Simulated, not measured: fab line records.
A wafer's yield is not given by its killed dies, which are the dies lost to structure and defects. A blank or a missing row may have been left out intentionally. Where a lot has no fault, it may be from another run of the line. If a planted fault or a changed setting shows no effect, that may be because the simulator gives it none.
fab line records	flow n5-finfet
record: lots: 6	wafers: 18	last-day: 17
route steps=1938 shown FIN_SAQP@98
lots that met no fault: from a run of the same line without faults
start-h: start of the lot's first displayed wafer, in hours after the record's first day	wait-h: hours since the lot's step before	" as in the row above	L1.1+2: one row covering several wafers at once	- no value present, or no start provided	* or withheld: withheld	< > ~ a bound
route shown NAME@n: NAME is a module with steps in the file, n the number in the route of the first one	usual: average and standard deviation across the fault-free wafers	same: alike in all rows	chamber/n: place in a boat	sites: per-site readings	_std_site: the standard deviation of these	_edge_site: outer sites' mean less inner sites'	radius-mm: for every site, how far away it sits from the centre of the wafer	mask NAME#n: copy n	behind: the last tool/chamber to shape the wafer	hold: why the lot went on hold/how many hours it stayed there/how the hold came to an end	device: names the non-switching transistor (n, p or np)	end of line: the route-end tests of the same wafers	where a step has no rows: the recipe by itself	killed: the dies lost at the first sort to structure and to defects; this is not the yield of the wafer	map: shows each die of a wafer: x if killed, . if not, _ if none is there
set.NAME: the setting the step ran with; set.NAME@STEP: the setting that earlier step ran with	model.NAME: the simulator's own value behind a step, which no gauge read
lots at some steps of the route; a table a step, a row a wafer
services: the hour from which a tool's chamber was out of use, counted from the record's first day as start-h (under 0 if before that day), plus the number of hours and why
== steps ==
step: N5_FIN_SAQP_PECVD_47
recipe: material: a-Si	target-thk-a: 450	temp-c: 400	precursor: SiH4/He	pressure-torr: 3	rf-w: 100	time-s: 36.3
usual: heater-power-w: 843/61	showerhead-plenum-p-Torr: 5.69/0.054	throttle-valve-pct: 17.8/0.5
lot.wafer	tool	chamber	start-h	wait-h	heater-power-w	showerhead-plenum-p-Torr	throttle-valve-pct
L974.2	pecvd-03	0	20.51	0.0	847	5.76	17.5
L974.3	"	2	"	"	809	5.64	17.5
L974.4	"	0	"	"	826	5.77	17.5
L983.3	pecvd-01	1	75.02	0.0	866	5.69	18.0
L983.4	"	0	"	"	843	5.63	18.5
L983.5	"	1	"	"	873	5.70	17.9
L991.1	pecvd-01	2	122.77	0.0	852	5.77	17.8
L991.2	"	0	"	"	842	5.65	18.5
L991.5	"	0	"	"	853	5.64	18.6
L992.2	pecvd-02	2	129.78	0.0	900	5.66	16.7
L992.4	"	0	"	"	870	5.76	18.2
L992.5	"	2	"	"	930	5.65	16.6
L996.2	pecvd-02	0	153.15	0.0	889	5.76	18.4
L996.4	"	0	"	"	902	5.76	18.0
L996.6	"	2	"	"	967	5.66	16.6
L997.1	pecvd-03	2	159.73	0.0	737	5.63	17.8
L997.2	"	0	"	"	743	5.76	17.9
L997.5	"	2	"	"	740	5.62	17.8
step: N5_FIN_SAQP_PECVD_48
recipe: material: SiNx	target-thk-a: 250	temp-c: 400	precursor: SiH4/NH3/N2	pressure-torr: 1.5	rf-w: 300	time-s: 22.1
usual: heater-power-w: 776/57	showerhead-plenum-p-Torr: 5.17/0.073	throttle-valve-pct: 39.1/1.1
lot.wafer	tool	chamber	start-h	wait-h	heater-power-w	showerhead-plenum-p-Torr	throttle-valve-pct
L974.2	pecvd-03	0	20.55	0.0	718	5.27	38.0
L974.3	"	2	"	"	777	5.09	38.7
L974.4	"	0	"	"	740	5.26	38.3
L983.3	pecvd-01	1	75.06	0.0	755	5.19	39.3
L983.4	"	0	"	"	774	5.11	40.8
L983.5	"	1	"	"	749	5.18	39.6
L991.1	pecvd-01	2	122.81	0.0	761	5.26	38.9
L991.2	"	0	"	"	722	5.11	41.1
L991.5	"	0	"	"	692	5.11	40.8
L992.2	pecvd-02	2	129.82	0.0	871	5.13	36.7
L992.4	"	0	"	"	890	5.27	39.7
L992.5	"	2	"	"	912	5.13	36.4
L996.2	pecvd-02	0	153.19	0.0	916	5.26	39.9
L996.4	"	0	"	"	877	5.28	39.8
L996.6	"	2	"	"	830	5.11	36.6
L997.1	pecvd-03	2	159.77	0.0	686	5.08	39.4
L997.2	"	0	"	"	748	5.27	38.4
L997.5	"	2	"	"	699	5.10	39.3
step: N5_FIN_SAQP_PECVD_06
recipe: material: a-Si	target-thk-a: 600	temp-c: 400	precursor: SiH4/He	pressure-torr: 3	rf-w: 100	time-s: 48.1
usual: heater-power-w: 841/63	showerhead-plenum-p-Torr: 5.69/0.054	throttle-valve-pct: 17.8/0.54
lot.wafer	tool	chamber	start-h	wait-h	heater-power-w	showerhead-plenum-p-Torr	throttle-valve-pct
L974.2	pecvd-03	0	20.59	0.0	789	5.76	17.6
L974.3	"	2	"	"	756	5.63	17.6
L974.4	"	0	"	"	810	5.76	17.7
L983.3	pecvd-01	1	75.10	0.0	843	5.69	18.0
L983.4	"	0	"	"	762	5.64	18.8
L983.5	"	1	"	"	852	5.70	17.9
L991.1	pecvd-01	2	122.85	0.0	848	5.76	18.1
L991.2	"	0	"	"	853	5.64	18.5
L991.5	"	0	"	"	868	5.63	18.9
L992.2	pecvd-02	2	129.86	0.0	954	5.66	16.7
L992.4	"	0	"	"	932	5.76	18.1
L992.5	"	2	"	"	909	5.66	16.7
L996.2	pecvd-02	0	153.23	0.0	919	5.77	18.3
L996.4	"	0	"	"	912	5.74	18.1
L996.6	"	2	"	"	799	5.66	16.6
L997.1	pecvd-03	2	159.81	0.0	693	5.64	17.9
L997.2	"	0	"	"	810	5.77	17.6
L997.5	"	2	"	"	705	5.63	17.8
step: N5_FIN_SAQP_THK_MEAS_07
usual: thk-nm: 60.3/0.74
lot.wafer	tool	chamber	start-h	wait-h	thk-nm
L974.2	film-metro-01	-	20.68	0.1	60.2
L974.3	"	-	"	"	58.9
L974.4	"	-	"	"	61.6
L983.3	film-metro-01	-	75.19	0.1	60.0
L983.4	"	-	"	"	61.2
L983.5	"	-	"	"	61.5
L991.1	film-metro-02	-	122.94	0.1	60.1
L991.2	"	-	"	"	60.2
L991.5	"	-	"	"	61.2
L992.2	film-metro-02	-	129.95	0.1	59.7
L992.4	"	-	"	"	59.5
L992.5	"	-	"	"	60.3
L996.2	film-metro-01	-	153.32	0.1	60.7
L996.4	"	-	"	"	61.0
L996.6	"	-	"	"	61.1
L997.1	film-metro-02	-	159.90	0.1	59.4
L997.2	"	-	"	"	61.1
L997.5	"	-	"	"	60.8
step: N5_FIN_SAQP_HM_DEP_72
recipe: material: SiO2	target-thk-a: 120	temp-c: 400	precursor: SiH4/N2O	pressure-torr: 0.75	rf-w: 275	time-s: 7.2
usual: heater-power-w: 778/63	showerhead-plenum-p-Torr: 8.21/0.15
lot.wafer	tool	chamber	start-h	wait-h	heater-power-w	showerhead-plenum-p-Torr
L974.2	pecvd-01	2	20.72	0.0	810	8.40
L974.3	"	1	"	"	779	8.26
L974.4	"	1	"	"	777	8.25
L983.3	pecvd-02	1	75.22	0.0	773	8.09
L983.4	"	2	"	"	916	8.09
L983.5	"	1	"	"	777	8.09
L991.1	pecvd-02	0	122.99	0.0	916	8.41
L991.2	"	2	"	"	797	8.10
L991.5	"	1	"	"	760	8.08
L992.2	pecvd-01	2	129.99	0.0	830	8.41
L992.4	"	1	"	"	804	8.22
L992.5	"	0	"	"	678	8.06
L996.2	pecvd-03	1	153.36	0.0	804	8.19
L996.4	"	2	"	"	661	8.03
L996.6	"	1	"	"	798	8.16
L997.1	pecvd-01	1	159.94	0.0	776	8.25
L997.2	"	0	"	"	789	8.08
L997.5	"	0	"	"	786	8.08
step: N5_FIN_SAQP_COAT_49
recipe: resist: SOC	temp-c: 250	time-s: 60	spin-rpm: 1500	resist-thk-nm: 100
step: N5_FIN_SAQP_COAT_50
recipe: resist: SiARC	temp-c: 220	time-s: 60	spin-rpm: 1500	resist-thk-nm: 35
step: N5_FIN_SAQP_COAT_10
recipe: resist: CAR-ArF	spin-rpm: 1500	resist-thk-nm: 90
step: N5_FIN_SAQP_EBR_12
recipe: solvent: PGMEA	ebr-width-mm: 1.5
step: N5_FIN_SAQP_SOFTBAKE_11
recipe: temp-c: 110	time-s: 60	resist: CAR-ArF
step: N5_FIN_SAQP_EXPOSE_13
recipe: mask-id: FIN_CORE	na: 1.35	source-shape: dipole	sigma-inner: 0.538	sigma-outer: 0.738	polarization: te	target-cd-nm: 35.6	dose-mj: 63.25
step: N5_FIN_SAQP_PEB_14
recipe: peb-temp-c: withheld	peb-time-s: 60	resist: CAR-ArF
step: N5_FIN_SAQP_DEVELOP_15
recipe: develop-time-s: 30	developer: TMAH	resist: CAR-ArF	dev-temp-c: 23	rinse-liquid: diw	dry: air-spin
usual: chill-plate-temp-C: 23.01/0.11	develop-time-s: 30/0	resist-line-temp-C: 23.02/0.094
lot.wafer	tool	chamber	start-h	wait-h	chill-plate-temp-C	develop-time-s	resist-line-temp-C	model.CAR-ArF_of_FIN_SAQP_COAT_10.thk-nm
L974.2	litho-track-05	0	21.00	-	23.15	30	23.13	88.25
L974.3	"	0	"	"	23.12	30	22.99	88.27
L974.4	"	0	"	"	23.11	30	22.95	88.46
L983.3	litho-track-05	0	75.61	-	22.83	30	22.95	88.41
L983.4	"	0	"	"	22.90	30	22.89	88.28
L983.5	"	0	"	"	22.86	30	23.04	88.52
L991.1	litho-track-01	-	123.37	-	-	-	-	90
L991.2	"	-	"	"	-	-	-	90.01
L991.5	"	-	"	"	-	-	-	89.61
L992.2	litho-track-01	-	130.38	-	-	-	-	90.01
L992.4	"	-	"	"	-	-	-	90.09
L992.5	"	-	"	"	-	-	-	90.32
L996.2	litho-track-01	0	153.75	-	23.04	30	22.87	88.21
L996.4	"	0	"	"	22.96	30	22.95	88.18
L996.6	"	0	"	"	22.93	30	23.08	88.33
L997.1	litho-track-02	0	160.35	-	23.06	30	22.91	88.21
L997.2	"	0	"	"	22.94	30	23.08	88.2
L997.5	"	0	"	"	23.09	30	22.98	88.19
step: N5_FIN_SAQP_CD_MEAS_16
recipe: target-cd-nm: 35.6	landing-energy-ev: 500	detector: se-inlens
usual: cd-nm: 35.6/0.32
lot.wafer	tool	chamber	start-h	wait-h	cd-nm
L974.2	cd-sem-02	0	21.06	-	35.3
L974.3	"	0	"	"	35.6
L974.4	"	0	"	"	35.6
L983.3	cd-sem-01	0	75.68	-	35.8
L983.4	"	0	"	"	35.5
L983.5	"	0	"	"	35.7
L991.1	cd-sem-03	0	123.43	-	-
L991.2	"	0	"	"	-
L991.5	"	0	"	"	-
L992.2	cd-sem-02	0	130.44	-	-
L992.4	"	0	"	"	-
L992.5	"	0	"	"	-
L996.2	cd-sem-01	0	153.81	-	34.7
L996.4	"	0	"	"	35.5
L996.6	"	0	"	"	35.7
L997.1	cd-sem-01	0	160.40	-	35.0
L997.2	"	0	"	"	35.7
L997.5	"	0	"	"	34.9
== services ==
tool	chamber	start-h	hours	kind
litho-track-02	-	-0.18	-	consumable-replace:filter
pecvd-02	2	21.12	-	clean
pecvd-02	2	21.12	-	consumable-replace:showerhead
pecvd-02	2	21.12	29.0	scheduled-down
pecvd-02	2	21.12	29.0	vent-cycle
pecvd-01	-	37.22	1.0	repair
litho-track-01	-	39.62	-	consumable-replace:filter
pecvd-02	0	46.77	6.9	repair
pecvd-03	0	50.68	16.5	scheduled-down
pecvd-01	-	62.56	5.5	pm
pecvd-02	-	77.80	1.1	repair
pecvd-03	0	103.26	4.4	repair
pecvd-03	0	108.42	2.1	scheduled-down
pecvd-03	1	109.45	10.3	repair
pecvd-02	1	130.79	14.1	repair
pecvd-03	-	158.28	0.6	repair
pecvd-02	0	159.04	18.5	repair
== key ==
first-sign: step: N5_FIN_SAQP_DEVELOP_15	reading: tool-record	direction: missing
effect none on later readings
model-effect: step: N5_FIN_SAQP_DEVELOP_15	value: CAR-ArF_of_FIN_SAQP_COAT_10.thk-nm	without: 88.3	struck: 90.01
met-at N5_FIN_SAQP_DEVELOP_15
struck-wafers L991.1,L991.2,L991.5,L992.2,L992.4,L992.5
later-rows-left-out L991.1,L991.2,L991.5,L992.2,L992.4,L992.5
sort-left-out L991.1,L991.2,L991.5,L992.2,L992.4,L992.5
fault: kind: skipped-step-whole	tool: litho-track-01	chamber: -	onset-h: 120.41	steps: N5_FIN_SAQP_DEVELOP_15	scope: struck-lots-only
sort-left-out: the simulated sort isn't trusted on such a fault, so these wafers' sort isn't shown, and their yield isn't known
later-rows-left-out: the simulator's readings of these wafers behind a module that went badly wrong aren't trusted and aren't shown, but for the sort
